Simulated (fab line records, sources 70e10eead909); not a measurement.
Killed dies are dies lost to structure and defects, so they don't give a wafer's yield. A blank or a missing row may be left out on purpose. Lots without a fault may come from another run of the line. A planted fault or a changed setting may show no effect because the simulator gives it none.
fab line records | flow nand_harc
record lots=5 wafers=15 last_day=30
route steps=1302 shown A_CHANNEL_FILL_D1@515 A_DECK1_JOINT@518 A_ONON_D2@545 END@1302
lots that met no fault: from a run of the same line without faults
start_h: hours from the record's first day to the start of the lot's first wafer shown | wait_h: hours since the lot's step before | " the same as in the row above | L1.1+2: a row that stands for several wafers | - no value, or no start given | * or withheld: withheld | < > ~ a bound
route shown NAME@n: a module of which the file shows steps, and the number in the route of the first | usual: mean/standard deviation of fault-free wafers | same: alike in all rows | chamber/n: place in a boat | sites: the reading at each site | _std_site: their standard deviation | _edge_site: outer sites' mean less inner sites' | radius_mm: how far each site lies from the wafer's centre | mask NAME#n: copy n | behind: the tool/chamber that last shaped the wafer | hold: why the lot was held/for how many hours/how that ended | device: the transistor (n, p or np) that didn't switch | end of line: the same wafers' tests at the end of the route | a step without rows: its recipe alone | killed: dies lost to structure and defects at the first sort, not the wafer's yield | map: a wafer's dies, x killed, . not, _ none there
set.NAME: the setting as run; set.NAME@STEP: as run at that earlier step | model.NAME: the simulator's own value behind a step, which no gauge read
lots at some steps of the route; a table a step, a row a wafer
services: from which hour (start_h, from the record's first day; less than 0 if before it) a tool's chamber was out of use, for how many hours, and why
## steps
# step NHARC_A_CHANNEL_FILL_D1_SRD_12
# step NHARC_A_CHANNEL_FILL_D1_INSPECT_13
# usual raw_defect_count=344/110
# columns lot.wafer tool chamber start_h wait_h raw_defect_count
L952.2 defect_inspect-01 - 264.41 0.0 395
L952.4 " - " " 494
L952.6 " - " " 594
L953.1 defect_inspect-01 - 281.47 0.0 192
L953.2 " - " " 130
L953.3 " - " " 345
L957.1 defect_inspect-01 - 332.80 0.0 462
L957.5 " - " " 282
L957.6 " - " " 288
L959.3 defect_inspect-01 - 338.91 0.0 284
L959.4 " - " " 269
L959.5 " - " " 353
L962.1 defect_inspect-02 - 378.87 0.0 313
L962.5 " - " " 607
L962.6 " - " " 429
# step NHARC_A_DECK1_JOINT_ETCHBACK_07
# recipe target_depth_a=1050 time_s=26.9 hbr_flow_sccm=150 rf_w=350 icp_w=350 bias_w=60 chemistry=HBr
# usual drypump_motor_current_A=5.7/0.41 oes_product_au=1.000/0.012 throttle_valve_pct=23.266/0.0086
# columns lot.wafer tool chamber start_h wait_h drypump_motor_current_A oes_product_au rf_hours_counter_h throttle_valve_pct
L952.2 rie_si-06 3 264.47 0.1 6.3 1.004 0.1 23.275
L952.4 " 2 " " 5.6 0.994 0.1 23.265
L952.6 " 0 " " 5.2 0.998 - 23.272
L953.3 rie_si-06 2 281.53 0.1 5.5 0.995 0.3 23.262
L953.1 " 0 " " 5.2 1.001 0.2 23.252
L953.2 " 1 " " 5.1 0.997 0.3 23.265
L957.1 rie_si-02 3 332.88 0.1 6.0 1.019 0.3 23.262
L957.6 " 2 " " 5.5 1.020 - 23.264
L957.5 " 3 " " 6.0 1.005 - 23.263
L959.3 rie_si-02 3 338.97 0.1 6.0 1.004 0.4 23.276
L959.4 " 1 " " 5.4 0.982 0.4 23.261
L959.5 " 3 " " 6.0 0.999 - 23.262
L962.1 rie_si-06 0 378.95 0.1 5.2 0.992 0.9 23.276
L962.5 " 2 " " 5.6 0.996 - 23.275
L962.6 " 3 " " 6.2 1.001 - 23.270
# step NHARC_A_DECK1_JOINT_ETCH_25
# recipe target_depth_a=5 chemistry=dHF material=SiO2
# step NHARC_A_DECK1_JOINT_ETCH_19
# recipe temp_c=25 target_depth_a=30 chemistry=TMAH material=poly-Si
# step NHARC_A_DECK1_JOINT_ETCH_18
# recipe target_depth_a=30 chemistry=dHF material=SiO2
# step NHARC_A_DECK1_JOINT_WET_08
# recipe temp_c=160 time_s=86 chemistry=H3PO4
# step NHARC_A_DECK1_JOINT_ETCH_09
# recipe target_depth_a=50 chemistry=dHF material=SiO2
# step NHARC_A_DECK1_JOINT_WET_10
# recipe temp_c=160 time_s=86 chemistry=H3PO4
# step NHARC_A_DECK1_JOINT_ETCH_11
# recipe target_depth_a=350 chemistry=dHF material=SiO2
# step NHARC_A_DECK1_JOINT_CVD_12
# recipe target_thk_a=900 temp_c=620 pressure_mtorr=200 time_s=1800 material=poly-Si
# usual pressure_mtorr=200.1/0.43 zone_power_bottom_pct=12.48/0.24 zone_power_top_pct=19.6/2.2
# columns lot.wafer tool chamber start_h wait_h pressure_mtorr zone_power_bottom_pct zone_power_top_pct
L952.2 lpcvd_poly-02 0 271.69 2.4 200.6 12.24 20.6
L952.4 " 0 " " 200.8 12.57 20.9
L952.6 " 0 " " 200.3 12.62 20.6
L953.1 lpcvd_poly-02 0 288.79 2.5 200.5 12.61 21.0
L953.2 " 0 " " 200.1 12.58 20.9
L953.3 " 0 " " 200.5 12.44 20.4
L957.1 lpcvd_poly-04 0 345.02 2.6 200.9 12.72 20.6
L957.5 " 0 " " 200.7 12.70 20.7
L957.6 " 0 " " 200.2 12.56 20.6
L959.3 lpcvd_poly-03 0 349.46 2.6 199.8 12.24 15.3
L959.4 " 0 " " 199.3 11.92 16.0
L959.5 " 0 " " 199.6 12.26 15.5
L962.1 lpcvd_poly-04 0 386.36 2.6 200.0 12.48 20.5
L962.5 " 0 " " 199.6 12.66 20.7
L962.6 " 0 " " 200.5 12.60 20.6
# step NHARC_A_DECK1_JOINT_CMP_13
# recipe target_thk_nm=51.023
# usual edge_zone_pressure_frac=1.000/0.0052 motor_current_A=12.8/1.6 time_to_endpoint_s=9.1/2.6
# columns lot.wafer tool chamber start_h wait_h edge_zone_pressure_frac motor_current_A time_to_endpoint_s
L952.2 cmp-02 2 274.63 0.4 1.001 12.4 8.8
L952.4 " 0 " " 0.996 15.1 5.8
L952.6 " 2 " " 1.005 13.0 8.2
L953.3 cmp-04 2 291.60 0.4 0.996 13.6 9.8
L953.2 " 3 " " 0.998 12.4 10.8
L953.1 " 0 " " 1.000 9.1 7.8
L957.1 cmp-02 0 347.87 0.4 1.008 14.8 3.7
L957.6 " 0 " " 1.002 14.8 4.2
L957.5 " 1 " " 0.998 13.3 8.5
L959.3 cmp-02 2 352.37 0.4 1.004 11.9 7.5
L959.4 " 0 " " 0.998 15.1 6.1
L959.5 " 1 " " 1.008 13.9 9.9
L962.1 cmp-04 1 389.24 0.4 1.000 11.1 12.8
L962.6 " 1 " " 0.997 11.2 10.9
L962.5 " 2 " " 0.998 12.9 14.2
# step NHARC_A_DECK1_JOINT_THK_MEAS_14
# recipe thk_meas_gauge=ellipsometry
# usual thk_nm=51.0/1.4
# columns lot.wafer tool chamber start_h wait_h thk_nm
L952.2 film_metro-02 - 274.86 0.2 49.7
L952.4 " - " " 48.3
L952.6 " - " " 50.4
L953.1 film_metro-01 - 291.85 0.2 52.4
L953.2 " - " " 50.8
L953.3 " - " " 50.6
L957.1 film_metro-02 - 348.13 0.2 49.7
L957.5 " - " " 54.6
L957.6 " - " " 50.0
L959.3 film_metro-01 - 352.61 0.2 51.4
L959.4 " - " " 50.4
L959.5 " - " " 50.9
L962.1 film_metro-02 - 389.50 0.2 49.5
L962.5 " - " " 50.5
L962.6 " - " " 50.7
# step NHARC_A_DECK1_JOINT_SRD_04
# step NHARC_A_DECK1_JOINT_ETCHBACK_00
# recipe target_depth_a=300 time_s=17.4 hbr_flow_sccm=150 rf_w=350 icp_w=350 bias_w=60 chemistry=HBr
# usual drypump_motor_current_A=5.7/0.41 oes_product_au=0.999/0.012 throttle_valve_pct=23.265/0.0093
# columns lot.wafer tool chamber start_h wait_h drypump_motor_current_A oes_product_au rf_hours_counter_h throttle_valve_pct
L952.2 rie_si-02 3 275.00 0.1 6.0 1.033 1.1 23.265
L952.4 " 1 " " 5.3 0.994 1.0 23.259
L952.6 " 2 " " 5.5 1.016 - 23.265
L953.1 rie_si-06 3 291.98 0.1 6.2 1.005 0.2 23.274
L953.2 " 1 " " 5.0 1.001 0.3 23.265
L953.3 " 2 " " 5.6 1.005 0.3 23.269
L957.1 rie_si-03 1 348.29 0.1 5.1 0.997 0.3 23.269
L957.5 " 0 " " 5.9 1.008 - 23.271
L957.6 " 1 " " 5.1 1.001 - 23.254
L959.3 rie_si-06 0 352.78 0.1 5.2 0.994 0.8 23.254
L959.4 " 1 " " 5.0 0.998 0.7 23.253
L959.5 " 3 " " 6.2 1.003 - 23.258
L962.1 rie_si-06 2 389.63 0.1 5.6 0.995 1.0 23.273
L962.6 " 2 " " 5.6 0.998 - 23.254
L962.5 " 3 " " 6.2 1.004 - 23.257
# step NHARC_A_DECK1_JOINT_PRECLEAN_30
# recipe time_s=* temp_c=50 bath_age_min=0 chemistry=SC1
# step NHARC_A_DECK1_JOINT_SRD_31
# step NHARC_A_DECK1_JOINT_CVD_34
# recipe target_thk_a=200 temp_c=700 pressure_mtorr=300 material=SiNx
# step NHARC_A_DECK1_JOINT_DEP_06
# recipe target_thk_a=800 temp_c=65 material=SiOx
# step NHARC_A_DECK1_JOINT_CURE_26
# recipe temp_c=150 time_s=32 pressure_atm=0.395
# step NHARC_A_DECK1_JOINT_ANNEAL_27
# recipe temp_c=400 time_s=3600 idle_temp_c=300 ramp_up_c_per_min=10 densification_p_h2o_torr=640
# step NHARC_A_DECK1_JOINT_ANNEAL_28
# recipe temp_c=500 time_s=1800 idle_temp_c=400 ramp_up_c_per_min=10 densification_p_h2o_torr=640
# step NHARC_A_DECK1_JOINT_ANNEAL_29
# recipe temp_c=750 time_s=1800 idle_temp_c=500 ramp_up_c_per_min=10 ramp_down_c_per_min=3
# step NHARC_A_DECK1_JOINT_CMP_02
# recipe material=SiOx
# usual edge_zone_pressure_frac=1.001/0.0049 motor_current_A=12.7/1.6
# columns lot.wafer tool chamber start_h wait_h edge_zone_pressure_frac motor_current_A
L952.2 cmp-02 3 303.65 0.4 0.997 12.9
L952.4 " 1 " " 0.998 13.8
L952.6 " 0 " " 1.006 14.7
L953.3 cmp-02 3 313.58 0.5 1.004 13.1
L953.2 " 0 " " 1.005 14.3
L953.1 " 1 " " 0.988 14.0
L959.4 cmp-03 0 373.70 0.4 1.010 11.9
L959.3 " 3 " " 1.004 15.4
L959.5 " 1 " " 1.004 12.5
L957.1 cmp-04 3 373.78 0.4 1.008 11.7
L957.5 " 0 " " 0.996 9.2
L957.6 " 1 " " 1.002 11.7
L962.1 cmp-02 0 415.47 0.4 1.007 15.4
L962.6 " 2 " " 0.999 12.3
L962.5 " 3 " " 1.010 12.6
# step NHARC_A_DECK1_JOINT_SRD_15
# step NHARC_A_DECK1_JOINT_DEP_16
# recipe target_thk_a=450 temp_c=400 pressure_torr=6.5 rf_w=900 teos_flow_sccm=161.4 flow_sccm=2650 target_thk_nm=45 gas=O2 material=SiO2
# usual heater_power_w=528/92 throttle_valve_pct=15.8/0.45
# columns lot.wafer tool chamber start_h wait_h heater_power_w throttle_valve_pct
L952.2 pecvd-03 1 304.07 0.1 408 16.3
L952.6 " 1 " " 409 16.1
L952.4 " 2 " " 643 16.6
L953.2 pecvd-03 1 313.97 0.1 359 16.1
L953.3 " 2 " " 540 16.6
L953.1 " 0 " " 580 15.7
L959.3 pecvd-02 1 374.09 0.1 587 15.9
L959.4 " 2 " " 549 16.3
L959.5 " 0 " " 521 15.3
L957.1 pecvd-01 2 374.29 0.3 531 15.2
L957.5 " 2 " " 532 15.3
L957.6 " 0 " " 638 15.8
L962.1 pecvd-01 2 415.84 0.1 552 15.4
L962.6 " 2 " " 555 15.4
L962.5 " 0 " " 727 15.7
# step NHARC_A_DECK1_JOINT_THK_MEAS_17
# recipe thk_meas_gauge=ellipsometry
# usual thk_nm=45.2/1.1
# columns lot.wafer tool chamber start_h wait_h thk_nm
L952.2 film_metro-01 - 304.32 0.2 46.6
L952.4 " - " " 46.2
L952.6 " - " " 44.4
L953.1 film_metro-02 - 314.26 0.2 44.6
L953.2 " - " " 45.4
L953.3 " - " " 42.7
L959.3 film_metro-01 - 374.37 0.3 44.2
L959.4 " - " " 46.5
L959.5 " - " " 47.1
L957.1 film_metro-01 - 374.54 0.2 46.5
L957.5 " - " " 44.6
L957.6 " - " " 45.9
L962.1 film_metro-02 - 416.12 0.3 46.7
L962.5 " - " " 44.1
L962.6 " - " " 44.8
# step NHARC_A_ONON_D2_DEP_00
# recipe target_thk_a=10000 n2_flow_sccm=2750 n2o_flow_sccm=2000 nh3_flow_sccm=500 sih4_flow_sccm=210 temp_c=400
# step NHARC_A_ONON_D2_THK_MEAS_02
# recipe thk_meas_gauge=ellipsometry
# usual thk_nm=1002/8.3
# columns lot.wafer tool chamber start_h wait_h thk_nm
L952.2 film_metro-02 - 304.94 - 1002
L952.4 " - " " 1001
L952.6 " - " " 999
L953.1 film_metro-02 - 314.99 - 993
L953.2 " - " " 995
L953.3 " - " " 995
L959.3 film_metro-01 - 375.01 - 1012
L959.4 " - " " 1011
L959.5 " - " " 1013
L957.1 film_metro-01 - 375.35 - 996
L957.5 " - " " 997
L957.6 " - " " 994
L962.1 film_metro-02 - 416.74 - 1003
L962.5 " - " " 1004
L962.6 " - " " 1002
# step NHARC_A_ONON_D2_DEP_03
# recipe target_thk_a=10000 n2_flow_sccm=2750 n2o_flow_sccm=2000 nh3_flow_sccm=500 sih4_flow_sccm=210 temp_c=400
# step NHARC_A_ONON_D2_THK_MEAS_05
# recipe thk_meas_gauge=ellipsometry
# usual thk_nm=1000/15
# columns lot.wafer tool chamber start_h wait_h thk_nm
L952.2 film_metro-02 - 305.51 - 1007
L952.4 " - " " 1007
L952.6 " - " " 1005
L953.1 film_metro-01 - 315.69 - 1013
L953.2 " - " " 1012
L953.3 " - " " 1012
L959.3 film_metro-01 - 375.70 - 1014
L959.4 " - " " 1013
L959.5 " - " " 1014
L957.1 film_metro-01 - 375.92 - 1027
L957.5 " - " " 1026
L957.6 " - " " 1028
L962.1 film_metro-02 - 417.30 - 993
L962.5 " - " " 992
L962.6 " - " " 992
# step NHARC_A_ONON_D2_DEP_06
# recipe target_thk_a=10000 n2_flow_sccm=2750 n2o_flow_sccm=2000 nh3_flow_sccm=500 sih4_flow_sccm=210 temp_c=400
# step NHARC_A_ONON_D2_THK_MEAS_08
# recipe thk_meas_gauge=ellipsometry
# usual thk_nm=1000/10
# columns lot.wafer tool chamber start_h wait_h thk_nm
L952.2 film_metro-01 - 306.07 - 1004
L952.4 " - " " 1005
L952.6 " - " " 1004
L953.1 film_metro-02 - 316.39 - 986
L953.2 " - " " 986
L953.3 " - " " 984
L959.3 film_metro-01 - 376.27 - 1010
L959.4 " - " " 1013
L959.5 " - " " 1011
L957.1 film_metro-01 - 376.49 - 992
L957.5 " - " " 991
L957.6 " - " " 992
L962.1 film_metro-02 - 417.86 - 1002
L962.5 " - " " 1001
L962.6 " - " " 999
# step NHARC_A_ONON_D2_DEP_09
# recipe target_thk_a=10000 n2_flow_sccm=2750 n2o_flow_sccm=2000 nh3_flow_sccm=500 sih4_flow_sccm=210 temp_c=400
# step NHARC_A_ONON_D2_THK_MEAS_11
# recipe thk_meas_gauge=ellipsometry
# usual thk_nm=1003/10
# columns lot.wafer tool chamber start_h wait_h thk_nm
L952.2 film_metro-01 - 306.64 - 1002
L952.4 " - " " 1001
L952.6 " - " " 1001
L953.1 film_metro-01 - 317.10 - 1015
L953.2 " - " " 1013
L953.3 " - " " 1013
L959.3 film_metro-01 - 376.84 - 1010
L959.4 " - " " 1011
L959.5 " - " " 1011
L957.1 film_metro-01 - 377.05 - 1002
L957.5 " - " " 1002
L957.6 " - " " 1002
L962.1 film_metro-02 - 418.44 - 987
L962.5 " - " " 986
L962.6 " - " " 985
# step NHARC_A_ONON_D2_DEP_12
# recipe target_thk_a=10000 n2_flow_sccm=2750 n2o_flow_sccm=2000 nh3_flow_sccm=500 sih4_flow_sccm=210 temp_c=400
# step NHARC_A_ONON_D2_THK_MEAS_14
# recipe thk_meas_gauge=ellipsometry
# usual thk_nm=998/8.1
# columns lot.wafer tool chamber start_h wait_h thk_nm
L952.2 film_metro-01 - 307.20 - 1003
L952.4 " - " " 1003
L952.6 " - " " 1001
L953.1 film_metro-01 - 317.80 - 1012
L953.2 " - " " 1010
L953.3 " - " " 1012
L959.3 film_metro-01 - 377.41 - 982
L959.4 " - " " 980
L959.5 " - " " 982
L957.1 film_metro-01 - 377.63 - 1014
L957.5 " - " " 1014
L957.6 " - " " 1017
L962.1 film_metro-01 - 419.00 - 1009
L962.5 " - " " 1009
L962.6 " - " " 1009
# step NHARC_A_ONON_D2_ANNEAL_15
# recipe temp_c=750 time_s=3600
# step NHARC_END_SORT_01
# recipe temp_c=25
# usual killed_at_array=51/17 killed_at_other=1.0/1.2 killed_at_periphery=3.4/2.5 killed_dies=56/17 killed_open=3.3/2.1 killed_short=2.6/1.6
# same gross_dies=677
# columns lot.wafer tool chamber start_h wait_h killed_at_array killed_at_other killed_at_periphery killed_dies killed_open killed_short
L962.1 prober-02 0 709.97 2.5 133 0 4 137 6 4
L962.5 prober-02 0 713.15 3.7 95 0 1 96 2 5
L962.6 prober-02 0 713.94 4.0 101 0 3 104 0 2
# killed by level:class
L962.1 A_DECK1_JOINT:unspecified=67 A_CHANNEL_HOLE_D1:chamber_film_flake=36 A_CHANNEL_HOLE_D2:chamber_film_flake=8 A_CONTACT:chamber_film_flake=6 A_BLC:geometric_particle:open=3 P_GATE:chamber_film_flake=3 A_BLC:geometric_particle:short=2 A_BLC:chamber_film_flake=2
L962.5 A_DECK1_JOINT:unspecified=65 A_CHANNEL_HOLE_D1:chamber_film_flake=10 A_CHANNEL_HOLE_D2:chamber_film_flake=5 A_STAIRCASE:chamber_film_flake=3 A_CONTACT:chamber_film_flake=2 A_ONON_D1:geometric_particle:short=1 A_ONON_D2:geometric_particle:short=1 A_CHANNEL_FILL_D2:geometric_particle:short=1
L962.6 A_DECK1_JOINT:unspecified=62 A_CHANNEL_HOLE_D1:chamber_film_flake=23 A_CONTACT:chamber_film_flake=6 A_CHANNEL_HOLE_D2:chamber_film_flake=4 P_GATE:chamber_film_flake=3 A_WL_FILL:geometric_particle:short=2 A_ZERO_WELL:chamber_film_flake=1 A_SLIT:chamber_film_flake=1
# map L962.1 (x killed, . not)
____________.____________
_________......._________
_______..........._______
______.............______
_____....x.........._____
____.................____
____..x...........x..____
___.x.................___
___..xx.............xx___
__...x...............xx__
__....xxx.......x...xxx__
_...x.....x........xxxxx_
_.....x...........x.xxxx_
_................x.xxxxx_
_.x.x...........x.xxxxxx_
_..............xx.xxxxxx_
..................xxxxxxx
............x...xxxxxxxxx
..............x.xxxxxxxxx
.............x..xxxxxxxxx
........x......xxxxxxxxxx
_.............x.xxxx.xxx_
_..............xxxxxxxxx_
_....xx.........xxx..x.x_
_.............x...x....._
_.............xx...x...._
__.....................__
__.....................__
___...................___
___......x............___
____....x............____
____..x..............____
_____x.x............_____
______....x........______
_______..........._______
_________......._________
____________.____________
# map L957.6 (x killed, . not)
____________.____________
_________......._________
_______..........._______
______.............______
_____..............x_____
____.................____
____....x............____
___...x...............___
___x...x..............___
__.............x......x__
__.....................__
_...x.............x....._
_..x...................._
_x..................x..._
_....................xxx_
_..x.............xxxx..x_
.............xx..x.xxx.x.
................x.xx.....
...............xxx.xxx...
..............xxxxxxx..xx
..x.........x..x.xxx.x...
_..............xxxx.xx.._
_.............x..xx.x..._
_..................xx..._
_...............xx......_
_..............xx......._
__...................x.__
__.x...................__
___......x..x.........___
___..x................___
____.................____
____.........x......x____
_____........x..xx.._____
______........x....______
_______..........._______
_________......._________
____________.____________
## services
# columns tool chamber start_h hours kind
rie_si-06 - 249.31 9.0 pm
cmp-03 - 260.00 4.0 pm
rie_si-03 - 276.48 9.0 pm
rie_si-02 - 277.00 9.0 pm
rie_si-03 - 292.15 29.7 repair
pecvd-02 1 306.16 5.6 repair
cmp-02 - 310.53 0.8 repair
cmp-03 - 310.93 6.4 repair
pecvd-01 - 311.57 13.0 pm
cmp-04 - 311.75 4.0 pm
cmp-03 - 324.82 0.7 repair
cmp-02 - 332.38 4.0 pm
pecvd-01 - 333.27 1.5 repair
rie_si-03 - 341.99 0.5 repair
cmp-04 - 354.04 0.3 repair
cmp-03 - 358.00 4.0 pm
lpcvd_poly-04 - 358.96 2.5 repair
rie_si-03 3 364.62 2.8 repair
pecvd-03 - 366.00 13.0 pm
cmp-04 - 369.19 0.9 repair
pecvd-02 - 370.71 1.0 repair
pecvd-01 - 371.95 1.1 repair
lpcvd_poly-02 - 406.96 24.2 repair
cmp-04 - 409.75 4.0 pm
## key
first_sign step=NHARC_END_SORT_01 reading=killed_at_array direction=up sigmas=3.4 usual=51 struck=110
effect step=NHARC_END_SORT_01 reading=killed_dies direction=up sigmas=3.3 usual=56 struck=112
more_kills_born_at NHARC_A_DECK1_JOINT_CVD_12@lpcvd_poly-04=194
met_at NHARC_A_DECK1_JOINT_CVD_12
struck_wafers L962.1,L962.5,L962.6
tester_left_out L962
onset_between 345.02 386.36
also_fits time
fault kind=chamber_particle_source tool=lpcvd_poly-04 chamber=- onset_h=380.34 steps=NHARC_A_DECK1_JOINT_CVD_12 rate_per_visit_cm2=1.6959 end_h=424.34
# tester_left_out: of these lots the tester's yield and bins aren't shown, on N5 and GAA mostly nor the transistor test; their killed dies are dies lost to structure and defects alone, not to doping, threshold or leakage, so they don't give the yield
